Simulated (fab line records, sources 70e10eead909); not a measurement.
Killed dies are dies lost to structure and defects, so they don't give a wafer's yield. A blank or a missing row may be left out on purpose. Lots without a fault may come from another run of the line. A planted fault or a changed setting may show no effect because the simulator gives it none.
Chamber matching | flow nand_harc | NHARC_THIN_TSV_ETCH_44 on rie_diel-06: 4 sister chambers
The step etches the open film in CF4/O2, target depth 1594.2 nm, time 797.1 s. 16 wafers are shown with their chamber, then 8 later ones without.

WAFERS WITH THEIR CHAMBER
wafer  | chamber | showerhead_plenum_p_Torr (Torr) | drypump_motor_current_A (A) | rf_vpp_V (V)
L074.1 | 2       | 1.78                            | 6.0                         | 792
L074.3 | 3       | 1.74                            | 5.3                         | 788
L074.6 | 3       | 1.74                            | 5.3                         | 788
L077.1 | 1       | 1.83                            | 5.8                         | 794
L077.2 | 3       | 1.74                            | 5.2                         | 788
L077.3 | 0       | 1.92                            | 5.3                         | 800
L078.2 | 3       | 1.74                            | 5.3                         | 789
L078.4 | 1       | 1.83                            | 5.8                         | 793
L078.6 | 2       | 1.78                            | 6.0                         | 791
L083.1 | 0       | 1.91                            | 5.4                         | 798
L083.3 | 1       | 1.83                            | 5.8                         | 793
L083.4 | 2       | 1.78                            | 6.0                         | 791
L088.4 | 1       | 1.83                            | 5.8                         | 794
L088.5 | 0       | 1.91                            | 5.3                         | 798
L088.6 | 3       | 1.74                            | 5.2                         | 789
L092.3 | 3       | 1.74                            | 5.3                         | 790

SIGNATURES (means of the wafers above)
reading                  | chamber 0 | chamber 1 | chamber 2 | chamber 3 | scatter within a chamber
showerhead_plenum_p_Torr | 1.9133    | 1.8300    | 1.7800    | 1.7400    | 0.00236
drypump_motor_current_A  | 5.333     | 5.800     | 6.000     | 5.267     | 0.0408
rf_vpp_V                 | 798.67    | 793.50    | 791.33    | 788.67    | 0.799
Rule: a wafer's distance from a chamber is the root of the sum, over the readings, of the square of ((its reading less the chamber's mean) divided by the reading's scatter). The wafer belongs to the nearest chamber; if the next one is less than 2 further off, it can't be placed. The scatter: the root of (the sum of the squares of (reading less its chamber's mean) over the shown wafers, divided by (wafers less chambers)).

WAFERS WITHOUT THEIR CHAMBER
wafer  | showerhead_plenum_p_Torr (Torr) | drypump_motor_current_A (A) | rf_vpp_V (V)
L092.5 | 1.78                            | 6.0                         | 791
L092.6 | 1.74                            | 5.3                         | 787
L093.1 | 1.82                            | 5.8                         | 794
L093.3 | 1.91                            | 5.3                         | 799
L093.6 | 1.78                            | 6.0                         | 791
L097.2 | 1.74                            | 5.3                         | 788
L097.4 | 1.78                            | 6.0                         | 791
L097.6 | 1.82                            | 5.8                         | 794

WHICH CHAMBER EACH WENT THROUGH
wafer  | from the rows above | in truth
L092.5 | 2                   | 2
L092.6 | 3                   | 3
L093.1 | 1                   | 1
L093.3 | 0                   | 0
L093.6 | 2                   | 2
L097.2 | 3                   | 3
L097.4 | 2                   | 2
L097.6 | 1                   | 1
Placed correctly: 8 of 8. Can't be placed from these rows: 0. Placed wrongly: 0.
